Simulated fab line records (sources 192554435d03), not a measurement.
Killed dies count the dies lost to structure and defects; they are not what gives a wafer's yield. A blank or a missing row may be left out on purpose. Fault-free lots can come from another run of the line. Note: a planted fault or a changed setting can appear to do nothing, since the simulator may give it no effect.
Lot-split experiment + flow n5Finfet + on a route of 1938 steps: 7 lots, 39 wafers read

## THE SPLIT
At N5_GATE_CUT_ETCH_37 (etches SOC in N2/H2, target depth 60 nm, overetch 12 nm, time 90 s), the setting biasW was moved away from the recipe's 150 W on 15 of the 39 wafers read, by -11.1% to +18.7%. All remaining wafers had this setting at the recipe value.

The reading comes from the split's own step.

## THE READING
rfVppV, in V, at N5_GATE_CUT_ETCH_37 (etches SOC in N2/H2, target depth 60 nm, overetch 12 nm, time 90 s). A value of 524.8 V with a standard deviation of 2.2 V is what fault-free wafers of this fab line usually give.

| wafer  | tool, chamber at the split | biasW as run, W | against the recipe | rfVppV, V | against lot-mates on the recipe |
|--------|----------------------------|-----------------|--------------------|-----------|---------------------------------|
| L075.4 | rieDiel-05, 1              | 150             | recipe             | 525.6     | -                               |
| L075.5 | rieDiel-05, 0              | 150             | recipe             | 522.8     | -                               |
| L075.6 | rieDiel-05, 3              | 150             | recipe             | 520.9     | -                               |
| L077.1 | rieDiel-05, 3              | 175.6           | +17.1%             | 576.2     | +52.8                           |
| L077.2 | rieDiel-05, 1              | 175.6           | +17.1%             | 580.9     | +57.5                           |
| L077.3 | rieDiel-05, 0              | 150             | recipe             | 522.9     | -                               |
| L077.4 | rieDiel-05, 2              | 175.6           | +17.1%             | 574.1     | +50.7                           |
| L077.5 | rieDiel-05, 1              | 150             | recipe             | 526.4     | -                               |
| L077.6 | rieDiel-05, 2              | 150             | recipe             | 520.9     | -                               |
| L078.1 | rieDiel-05, 1              | 133.4           | -11.1%             | 489.4     | -32.8                           |
| L078.2 | rieDiel-05, 2              | 133.4           | -11.1%             | 483.6     | -38.6                           |
| L078.3 | rieDiel-05, 3              | 150             | recipe             | 522.0     | -                               |
| L078.4 | rieDiel-05, 0              | 150             | recipe             | 523.9     | -                               |
| L078.5 | rieDiel-05, 2              | 133.4           | -11.1%             | 482.8     | -39.4                           |
| L078.6 | rieDiel-05, 3              | 150             | recipe             | 520.8     | -                               |
| L083.1 | rieDiel-05, 1              | 150             | recipe             | 525.7     | -                               |
| L083.2 | rieDiel-05, 3              | 159.8           | +6.5%              | 543.6     | +20.8                           |
| L083.3 | rieDiel-05, 0              | 159.8           | +6.5%              | 545.4     | +22.6                           |
| L083.4 | rieDiel-05, 2              | 150             | recipe             | 521.0     | -                               |
| L083.5 | rieDiel-05, 1              | 159.8           | +6.5%              | 547.8     | +25.0                           |
| L083.6 | rieDiel-05, 2              | 150             | recipe             | 521.8     | -                               |
| L086.1 | rieDiel-02, 0              | 150             | recipe             | 529.0     | -                               |
| L086.2 | rieDiel-02, 1              | 178             | +18.7%             | 586.7     | +60.4                           |
| L086.3 | rieDiel-02, 2              | 150             | recipe             | 523.0     | -                               |
| L086.4 | rieDiel-02, 3              | 150             | recipe             | 526.9     | -                               |
| L086.5 | rieDiel-02, 2              | 178             | +18.7%             | 584.7     | +58.4                           |
| L086.6 | rieDiel-02, 1              | 178             | +18.7%             | 586.1     | +59.8                           |
| L091.1 | rieDiel-03, 2              | 150             | recipe             | 526.0     | -                               |
| L091.2 | rieDiel-03, 3              | 150             | recipe             | 523.0     | -                               |
| L091.3 | rieDiel-03, 1              | 150             | recipe             | 523.8     | -                               |
| L091.4 | rieDiel-03, 0              | 150             | recipe             | 524.8     | -                               |
| L091.5 | rieDiel-03, 2              | 150             | recipe             | 525.5     | -                               |
| L091.6 | rieDiel-03, 1              | 150             | recipe             | 523.2     | -                               |
| L096.1 | rieDiel-02, 3              | 142.1           | -5.3%              | 507.2     | -19.1                           |
| L096.2 | rieDiel-02, 0              | 150             | recipe             | 527.2     | -                               |
| L096.3 | rieDiel-02, 2              | 142.1           | -5.3%              | 506.1     | -20.2                           |
| L096.4 | rieDiel-02, 1              | 150             | recipe             | 525.5     | -                               |
| L096.5 | rieDiel-02, 0              | 150             | recipe             | 526.2     | -                               |
| L096.6 | rieDiel-02, 1              | 142.1           | -5.3%              | 507.1     | -19.2                           |

FIT RESULTS
A straight line over all 39 wafers: rfVppV changes by +3.28 V for each +1% of biasW; r = +1.00; the points scatter about the line by 2.5 V.
The same after taking each lot's own level away (the mean of its wafers on the recipe; 39 wafers): +3.24 V for each +1%; r = +1.00; scatter 2.1 V.
Per that fit: largest biasW move, reading shift of 60 V.
The span of the lots' own levels, 522.23 to 526.30 V, comes to 1.8 times the standard deviation stated above.
The two slopes agree, so the slope changes little with the lot-to-lot level.
Check: with one of the wafers moved furthest among these (+18.7%) left out of the fit, the line predicts +60.1 V for it against its lot-mates. It came out at +60.4 V against them.
Tool readings at the split's step, against how far the setting was moved: rfVppV r = +1.00.

## THE WHOLE CHAIN: every reading that the file lists as answering this split, in the file's order
| step                | what it does                                                       | reading                                                                          | change (the file's fit)                | r (the file's) |
|---------------------|--------------------------------------------------------------------|----------------------------------------------------------------------------------|----------------------------------------|----------------|
| N5_GATE_CUT_ETCH_37 | etches SOC in N2/H2, target depth 60 nm, overetch 12 nm, time 90 s | rfVppV                                                                           | +3.23 V for each +1% of the setting    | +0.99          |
| N5_GATE_CUT_ETCH_37 | etches SOC in N2/H2, target depth 60 nm, overetch 12 nm, time 90 s | SiARC_of_GATE_CUT_COAT_35.thkNm (the simulator's own value, which no gauge read) | -0.0512 nm for each +1% of the setting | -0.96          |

## FILE'S OWN FIT
rfVppV changes by +3.23 V for each +1% of biasW, r = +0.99.
